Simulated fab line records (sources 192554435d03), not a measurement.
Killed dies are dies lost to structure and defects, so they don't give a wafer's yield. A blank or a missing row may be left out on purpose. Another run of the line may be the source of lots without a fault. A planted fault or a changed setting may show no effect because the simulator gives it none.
Matching of chambers | flow n5_finfet | N5_FIN_SAQP_STRIP_55 on rie_diel-01 has 4 sister chambers
The step strips in N2/H2. 8 wafers are shown with their chamber, then 7 later ones without.

## WAFERS WITH THEIR CHAMBER
wafer  | chamber | showerhead_plenum_p_Torr (Torr) | drypump_motor_current_A (A)
L080.2 | 3       | 3.42                            | 5.0
L083.1 | 2       | 3.19                            | 6.0
L083.4 | 0       | 3.30                            | 5.5
L084.1 | 0       | 3.30                            | 5.5
L084.5 | 2       | 3.19                            | 5.9
L084.6 | 1       | 3.47                            | 5.2
L092.4 | 1       | 3.46                            | 5.3
L092.5 | 3       | 3.41                            | 5.0

## WAFERS WITH NO CHAMBER GIVEN
wafer  | showerhead_plenum_p_Torr (Torr) | drypump_motor_current_A (A)
L092.6 | 3.18                            | 6.0
L095.1 | 3.41                            | 5.0
L095.3 | 3.29                            | 5.5
L095.5 | 3.18                            | 6.0
L097.1 | 3.41                            | 5.0
L097.3 | 3.18                            | 6.0
L097.5 | 3.29                            | 5.5

## CHAMBER TAKEN BY EACH
wafer  | from the rows above | in truth
L092.6 | 2                   | 2
L095.1 | 3                   | 3
L095.3 | 0                   | 0
L095.5 | 2                   | 2
L097.1 | 3                   | 3
L097.3 | 2                   | 2
L097.5 | 0                   | 0
7 of 7 placed correctly. Can't be placed from these rows: 0. 0 placed wrongly.
How it was worked out, from the rows above alone: a wafer's distance from a chamber is the root of the sum, over the readings, of the square of ((its reading less the chamber's mean) divided by the reading's scatter). The wafer belongs to the nearest chamber; if the next one is less than 2 further off, it can't be placed. The mean given for a chamber averages the wafers shown for that chamber. How the scatter is found: for the shown wafers, subtract from each reading the mean of its chamber, square and add these, divide the total by (wafers less chambers), then take the root.
